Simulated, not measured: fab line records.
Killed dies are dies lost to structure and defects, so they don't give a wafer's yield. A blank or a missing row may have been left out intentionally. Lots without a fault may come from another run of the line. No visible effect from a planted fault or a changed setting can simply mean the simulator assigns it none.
Which tool was responsible? / flow n5_finfet / 11 lots, 32 wafers sampled, at 5 steps of a route of 1938

## WHAT THE GAUGES READ, wafer by wafer
The record lacks any reading of a measuring or inspecting step that a usual standard deviation could be used to judge.

## WHICH TOOL RAN EACH LOT (tool, then ch and the chambers of the sampled wafers, then the start)
lot=L157; N5_BEOL_M12_ETCH_68=rie_diel-05 ch 2,3, day 13 14:24; N5_BEOL_M12_STRIP_37=plasma_asher-02 ch 0,1, day 13 14:56; N5_BEOL_M12_ETCH_38=rie_diel-05 ch 2,3, day 13 17:09; N5_BEOL_M12_DEGAS_41=pvd_sputter-03, day 13 17:26; N5_PASSIVATION_PROBE_49=-
lot=L159; N5_BEOL_M12_ETCH_68=rie_diel-03 ch 1,2,3, day 13 20:02; N5_BEOL_M12_STRIP_37=plasma_asher-01 ch 0,1, day 13 20:25; N5_BEOL_M12_ETCH_38=rie_diel-03 ch 0,2,3, day 13 20:55; N5_BEOL_M12_DEGAS_41=pvd_sputter-02, day 13 21:37; N5_PASSIVATION_PROBE_49=prober-01, day 15 13:00
lot=L161; N5_BEOL_M12_ETCH_68=rie_diel-02 ch 0,1,2, day 13 23:01; N5_BEOL_M12_STRIP_37=plasma_asher-01 ch 0,1, day 13 23:23; N5_BEOL_M12_ETCH_38=rie_diel-03 ch 0,1,3, day 13 23:28; N5_BEOL_M12_DEGAS_41=pvd_sputter-01, day 13 23:58; N5_PASSIVATION_PROBE_49=-
lot=L162; N5_BEOL_M12_ETCH_68=rie_diel-02 ch 0,2,3, day 14 12:42; N5_BEOL_M12_STRIP_37=plasma_asher-01 ch 0,1, day 14 13:11; N5_BEOL_M12_ETCH_38=rie_diel-02 ch 0,1, day 14 19:16; N5_BEOL_M12_DEGAS_41=pvd_sputter-01, day 14 19:35; N5_PASSIVATION_PROBE_49=-
lot=L164; N5_BEOL_M12_ETCH_68=rie_diel-03 ch 1, day 15 09:18; N5_BEOL_M12_STRIP_37=plasma_asher-01 ch 0,1, day 15 09:40; N5_BEOL_M12_ETCH_38=rie_diel-05 ch 1, day 15 11:32; N5_BEOL_M12_DEGAS_41=pvd_sputter-01, day 15 14:06; N5_PASSIVATION_PROBE_49=prober-02, day 17 01:46
lot=L165; N5_BEOL_M12_ETCH_68=rie_diel-02 ch 2,3, day 16 00:56; N5_BEOL_M12_STRIP_37=plasma_asher-01 ch 0,1, day 16 01:19; N5_BEOL_M12_ETCH_38=rie_diel-02 ch 0,3, day 16 04:14; N5_BEOL_M12_DEGAS_41=pvd_sputter-03, day 16 04:29; N5_PASSIVATION_PROBE_49=-
lot=L163; N5_BEOL_M12_ETCH_68=rie_diel-03 ch 1,2, day 16 10:02; N5_BEOL_M12_STRIP_37=plasma_asher-01 ch 0,1, day 16 10:25; N5_BEOL_M12_ETCH_38=rie_diel-02 ch 0,2,3, day 16 10:47; N5_BEOL_M12_DEGAS_41=pvd_sputter-02, day 16 11:20; N5_PASSIVATION_PROBE_49=prober-01, day 17 22:33
lot=L166; N5_BEOL_M12_ETCH_68=rie_diel-03 ch 1,3, day 16 10:31; N5_BEOL_M12_STRIP_37=plasma_asher-01 ch 0,1, day 16 10:54; N5_BEOL_M12_ETCH_38=rie_diel-05 ch 0,2,3, day 16 11:05; N5_BEOL_M12_DEGAS_41=pvd_sputter-01, day 16 11:40; N5_PASSIVATION_PROBE_49=-
lot=L176; N5_BEOL_M12_ETCH_68=rie_diel-02 ch 0,2,3, day 18 05:01; N5_BEOL_M12_STRIP_37=plasma_asher-01 ch 0,1, day 18 05:24; N5_BEOL_M12_ETCH_38=rie_diel-05 ch 0,2,3, day 18 05:47; N5_BEOL_M12_DEGAS_41=pvd_sputter-03, day 18 06:36; N5_PASSIVATION_PROBE_49=prober-02, day 19 20:48
lot=L178; N5_BEOL_M12_ETCH_68=rie_diel-02 ch 0,2,3, day 18 09:59; N5_BEOL_M12_STRIP_37=plasma_asher-01 ch 0,1, day 18 10:22; N5_BEOL_M12_ETCH_38=rie_diel-05 ch 0,2,3, day 18 10:58; N5_BEOL_M12_DEGAS_41=pvd_sputter-02, day 18 11:20; N5_PASSIVATION_PROBE_49=prober-02, day 20 01:45
lot=L177; N5_BEOL_M12_ETCH_68=rie_diel-05 ch 0,3, day 18 22:07; N5_BEOL_M12_STRIP_37=plasma_asher-01 ch 1, day 18 22:30; N5_BEOL_M12_ETCH_38=rie_diel-02 ch 2,3, day 18 22:46; N5_BEOL_M12_DEGAS_41=pvd_sputter-01, day 18 23:17; N5_PASSIVATION_PROBE_49=prober-01, day 20 12:54
- N5_BEOL_M12_ETCH_68: etches SOC in N2/H2, time 285 s.
- N5_BEOL_M12_STRIP_37: strips in N2/H2.
- N5_BEOL_M12_ETCH_38: etches SiCN in CF4/N2, target depth 68.7 nm, time 73.4 s.
- N5_BEOL_M12_DEGAS_41: time 60 s.
- N5_PASSIVATION_PROBE_49

## WHAT THE TOOLS THEMSELVES READ (means of the sampled wafers that have a number; where no wafer has one, the mark that the record gives instead)
N5_BEOL_M12_ETCH_68.
lot=L157; tool=rie_diel-05; drypump_motor_current_A (A)=5.6; oes_product_au (a.u.)=0.76; rf_vpp_V (V)=522.8; run_length_s (s)=308.2; showerhead_plenum_p_Torr (Torr)=2.54; throttle_valve_pct (%)=17.56
lot=L159; tool=rie_diel-03; drypump_motor_current_A (A)=6.0; oes_product_au (a.u.)=0.86; rf_vpp_V (V)=525.3; run_length_s (s)=308.5; showerhead_plenum_p_Torr (Torr)=2.62; throttle_valve_pct (%)=17.74
lot=L161; tool=rie_diel-02; drypump_motor_current_A (A)=5.8; oes_product_au (a.u.)=0.79; rf_vpp_V (V)=524.0; run_length_s (s)=308.4; showerhead_plenum_p_Torr (Torr)=2.53; throttle_valve_pct (%)=17.76
lot=L162; tool=rie_diel-02; drypump_motor_current_A (A)=6.2; oes_product_au (a.u.)=0.76; rf_vpp_V (V)=525.2; run_length_s (s)=308.3; showerhead_plenum_p_Torr (Torr)=2.59; throttle_valve_pct (%)=17.93
lot=L164; tool=rie_diel-03; drypump_motor_current_A (A)=6.3; oes_product_au (a.u.)=0.79; rf_vpp_V (V)=521.4; run_length_s (s)=308.5; showerhead_plenum_p_Torr (Torr)=2.46; throttle_valve_pct (%)=18.14
lot=L165; tool=rie_diel-02; drypump_motor_current_A (A)=6.7; oes_product_au (a.u.)=0.73; rf_vpp_V (V)=524.2; run_length_s (s)=308.0; showerhead_plenum_p_Torr (Torr)=2.59; throttle_valve_pct (%)=18.01
lot=L163; tool=rie_diel-03; drypump_motor_current_A (A)=6.1; oes_product_au (a.u.)=0.81; rf_vpp_V (V)=524.7; run_length_s (s)=254.1; showerhead_plenum_p_Torr (Torr)=2.53; throttle_valve_pct (%)=17.98
lot=L166; tool=rie_diel-03; drypump_motor_current_A (A)=6.2; oes_product_au (a.u.)=0.82; rf_vpp_V (V)=523.1; run_length_s (s)=253.7; showerhead_plenum_p_Torr (Torr)=2.54; throttle_valve_pct (%)=17.97
lot=L176; tool=rie_diel-02; drypump_motor_current_A (A)=6.2; oes_product_au (a.u.)=0.73; rf_vpp_V (V)=525.2; run_length_s (s)=308.2; showerhead_plenum_p_Torr (Torr)=2.58; throttle_valve_pct (%)=17.98
lot=L178; tool=rie_diel-02; drypump_motor_current_A (A)=6.2; oes_product_au (a.u.)=0.72; rf_vpp_V (V)=524.7; run_length_s (s)=308.4; showerhead_plenum_p_Torr (Torr)=2.58; throttle_valve_pct (%)=17.98
lot=L177; tool=rie_diel-05; drypump_motor_current_A (A)=6.0; oes_product_au (a.u.)=0.87; rf_vpp_V (V)=526.2; run_length_s (s)=308.2; showerhead_plenum_p_Torr (Torr)=2.63; throttle_valve_pct (%)=17.75

N5_BEOL_M12_STRIP_37.
lot=L157; tool=plasma_asher-02; drypump_motor_current_A (A)=4.9; heater_power_w (W)=349; oes_product_au (a.u.)=0.783
lot=L159; tool=plasma_asher-01; drypump_motor_current_A (A)=6.0; heater_power_w (W)=305; oes_product_au (a.u.)=0.797
lot=L161; tool=plasma_asher-01; drypump_motor_current_A (A)=5.8; heater_power_w (W)=318; oes_product_au (a.u.)=0.780
lot=L162; tool=plasma_asher-01; drypump_motor_current_A (A)=6.0; heater_power_w (W)=304; oes_product_au (a.u.)=0.778
lot=L164; tool=plasma_asher-01; drypump_motor_current_A (A)=5.8; heater_power_w (W)=315; oes_product_au (a.u.)=0.794
lot=L165; tool=plasma_asher-01; drypump_motor_current_A (A)=5.7; heater_power_w (W)=316; oes_product_au (a.u.)=0.802
lot=L163; tool=plasma_asher-01; drypump_motor_current_A (A)=6.0; heater_power_w (W)=305; oes_product_au (a.u.)=0.788
lot=L166; tool=plasma_asher-01; drypump_motor_current_A (A)=6.0; heater_power_w (W)=300; oes_product_au (a.u.)=0.793
lot=L176; tool=plasma_asher-01; drypump_motor_current_A (A)=6.0; heater_power_w (W)=305; oes_product_au (a.u.)=0.791
lot=L178; tool=plasma_asher-01; drypump_motor_current_A (A)=6.0; heater_power_w (W)=302; oes_product_au (a.u.)=0.782
lot=L177; tool=plasma_asher-01; drypump_motor_current_A (A)=6.3; heater_power_w (W)=297; oes_product_au (a.u.)=0.801

N5_BEOL_M12_ETCH_38.
lot=L157; tool=rie_diel-05; drypump_motor_current_A (A)=5.6; oes_product_au (a.u.)=0.76; rf_vpp_V (V)=381.5; showerhead_plenum_p_Torr (Torr)=2.19; throttle_valve_pct (%)=15.20
lot=L159; tool=rie_diel-03; drypump_motor_current_A (A)=5.6; oes_product_au (a.u.)=0.91; rf_vpp_V (V)=383.6; showerhead_plenum_p_Torr (Torr)=2.27; throttle_valve_pct (%)=15.08
lot=L161; tool=rie_diel-03; drypump_motor_current_A (A)=5.7; oes_product_au (a.u.)=0.88; rf_vpp_V (V)=382.2; showerhead_plenum_p_Torr (Torr)=2.21; throttle_valve_pct (%)=15.23
lot=L162; tool=rie_diel-02; drypump_motor_current_A (A)=5.5; oes_product_au (a.u.)=0.80; rf_vpp_V (V)=381.9; showerhead_plenum_p_Torr (Torr)=2.20; throttle_valve_pct (%)=15.28
lot=L164; tool=rie_diel-05; drypump_motor_current_A (A)=5.2; oes_product_au (a.u.)=0.91; rf_vpp_V (V)=381.2; showerhead_plenum_p_Torr (Torr)=2.16; throttle_valve_pct (%)=14.90
lot=L165; tool=rie_diel-02; drypump_motor_current_A (A)=6.3; oes_product_au (a.u.)=0.75; rf_vpp_V (V)=384.3; showerhead_plenum_p_Torr (Torr)=2.30; throttle_valve_pct (%)=15.58
lot=L163; tool=rie_diel-02; drypump_motor_current_A (A)=6.2; oes_product_au (a.u.)=0.74; rf_vpp_V (V)=382.9; showerhead_plenum_p_Torr (Torr)=2.23; throttle_valve_pct (%)=15.56
lot=L166; tool=rie_diel-05; drypump_motor_current_A (A)=5.8; oes_product_au (a.u.)=0.86; rf_vpp_V (V)=382.8; showerhead_plenum_p_Torr (Torr)=2.24; throttle_valve_pct (%)=15.21
lot=L176; tool=rie_diel-05; drypump_motor_current_A (A)=5.9; oes_product_au (a.u.)=0.85; rf_vpp_V (V)=383.9; showerhead_plenum_p_Torr (Torr)=2.23; throttle_valve_pct (%)=15.23
lot=L178; tool=rie_diel-05; drypump_motor_current_A (A)=5.8; oes_product_au (a.u.)=0.84; rf_vpp_V (V)=382.3; showerhead_plenum_p_Torr (Torr)=2.23; throttle_valve_pct (%)=15.23
lot=L177; tool=rie_diel-02; drypump_motor_current_A (A)=6.6; oes_product_au (a.u.)=0.71; rf_vpp_V (V)=381.0; showerhead_plenum_p_Torr (Torr)=2.15; throttle_valve_pct (%)=15.56

N5_BEOL_M12_DEGAS_41.
lot=L157; tool=pvd_sputter-03; heater_power_w (W)=380
lot=L159; tool=pvd_sputter-02; heater_power_w (W)=345
lot=L161; tool=pvd_sputter-01; heater_power_w (W)=322
lot=L162; tool=pvd_sputter-01; heater_power_w (W)=324
lot=L164; tool=pvd_sputter-01; heater_power_w (W)=334
lot=L165; tool=pvd_sputter-03; heater_power_w (W)=340
lot=L163; tool=pvd_sputter-02; heater_power_w (W)=359
lot=L166; tool=pvd_sputter-01; heater_power_w (W)=320
lot=L176; tool=pvd_sputter-03; heater_power_w (W)=370
lot=L178; tool=pvd_sputter-02; heater_power_w (W)=345
lot=L177; tool=pvd_sputter-01; heater_power_w (W)=336

N5_PASSIVATION_PROBE_49.
lot=L159; tool=prober-01; defect_limited_yield (%)=90.8; killed_at_M0_to_M3=30; killed_at_M4_up=12; killed_at_contacts=10; killed_at_front_end=52; killed_at_other=4.7; killed_dies=108; killed_open=69; killed_short=38; sort_bin_5_function (%)=5.4; sort_bin_6_memory (%)=3.5; sort_n_pass=1072; sort_yield_pct (%)=90.8
lot=L164; tool=prober-02; defect_limited_yield (%)=92.3; killed_at_M0_to_M3=26; killed_at_M4_up=10; killed_at_contacts=13; killed_at_front_end=40; killed_at_other=2.5; killed_dies=91; killed_open=66; killed_short=25; sort_bin_5_function (%)=4.3; sort_bin_6_memory (%)=3.2; sort_n_pass=1089; sort_yield_pct (%)=92.3
lot=L163; tool=prober-01; defect_limited_yield (%)=89.9; killed_at_M0_to_M3=41; killed_at_M4_up=16; killed_at_contacts=9; killed_at_front_end=51; killed_at_other=2.0; killed_dies=119; killed_open=72; killed_short=45; sort_bin_5_function (%)=6.2; sort_bin_6_memory (%)=3.3; sort_n_pass=1061; sort_yield_pct (%)=89.9
lot=L176; tool=prober-02; defect_limited_yield (%)=92.3; killed_at_M0_to_M3=19; killed_at_M4_up=14; killed_at_contacts=14; killed_at_front_end=42; killed_at_other=2.0; killed_dies=91; killed_open=56; killed_short=35; sort_bin_5_function (%)=4.3; sort_bin_6_memory (%)=3.0; sort_n_pass=1089; sort_yield_pct (%)=92.3
lot=L178; tool=prober-02; defect_limited_yield (%)=91.2; killed_at_M0_to_M3=34; killed_at_M4_up=20; killed_at_contacts=14; killed_at_front_end=33; killed_at_other=3.3; killed_dies=104; killed_open=70; killed_short=33; sort_bin_5_function (%)=5.1; sort_bin_6_memory (%)=3.5; sort_n_pass=1076; sort_yield_pct (%)=91.2
lot=L177; tool=prober-01; defect_limited_yield (%)=91.1; killed_at_M0_to_M3=39; killed_at_M4_up=10; killed_at_contacts=14; killed_at_front_end=37; killed_at_other=5.3; killed_dies=105; killed_open=77; killed_short=28; sort_bin_5_function (%)=5.4; sort_bin_6_memory (%)=3.4; sort_n_pass=1075; sort_yield_pct (%)=91.1

## THE ANSWER, worked out from the rows above alone
Rule: usual is defined by the lots themselves. Put in order of their means at a reading, lots are off if they are a third of the lots or fewer, leave a main group of 4 or more, and stand apart from it by a gap of 3 or more times the standard deviation of the main group's means; of several such gaps the widest counts. If all means in a main group match to the digits the tables above print for the reading, that group is not used. A lot without any number at a reading at which 4 lots or more have one is off too. Any other lot the step has rows for is counted as sound. Order of review: gauges by route order, followed by the tools' own readings, for which a lot's mean as printed above is used. The first step at which some lot is off is used, and at that step the reading that is off furthest; a lot without a number counts as furthest.
Off, at N5_BEOL_M12_ETCH_68 on run_length_s: L163, L166. For the main group the mean is 308.3 s and the standard deviation 0.16.
If a tool, at that step or one of the process steps before it, ran each lot that is off and ran no sound lot following the first of them, it fits. One fits: N5_BEOL_M12_ETCH_68 on rie_diel-03. Its last sound lot is L164 (day 15 09:18), its first lot that is off L163 (day 16 10:02): a fault that began between those two fits.
On the lots that are off, the tool's own readings at N5_BEOL_M12_ETCH_68 differ by more than 5 times the standard deviation of the sound lots' means, which bears it out; run_length_s reads 253.9 s there versus 308.3 s on the sound lots.

## WHAT HAD BEEN PUT IN BY THE SIMULATOR
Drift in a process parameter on rie_diel-03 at N5_BEOL_M12_ETCH_68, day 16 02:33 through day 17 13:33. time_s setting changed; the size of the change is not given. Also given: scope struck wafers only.
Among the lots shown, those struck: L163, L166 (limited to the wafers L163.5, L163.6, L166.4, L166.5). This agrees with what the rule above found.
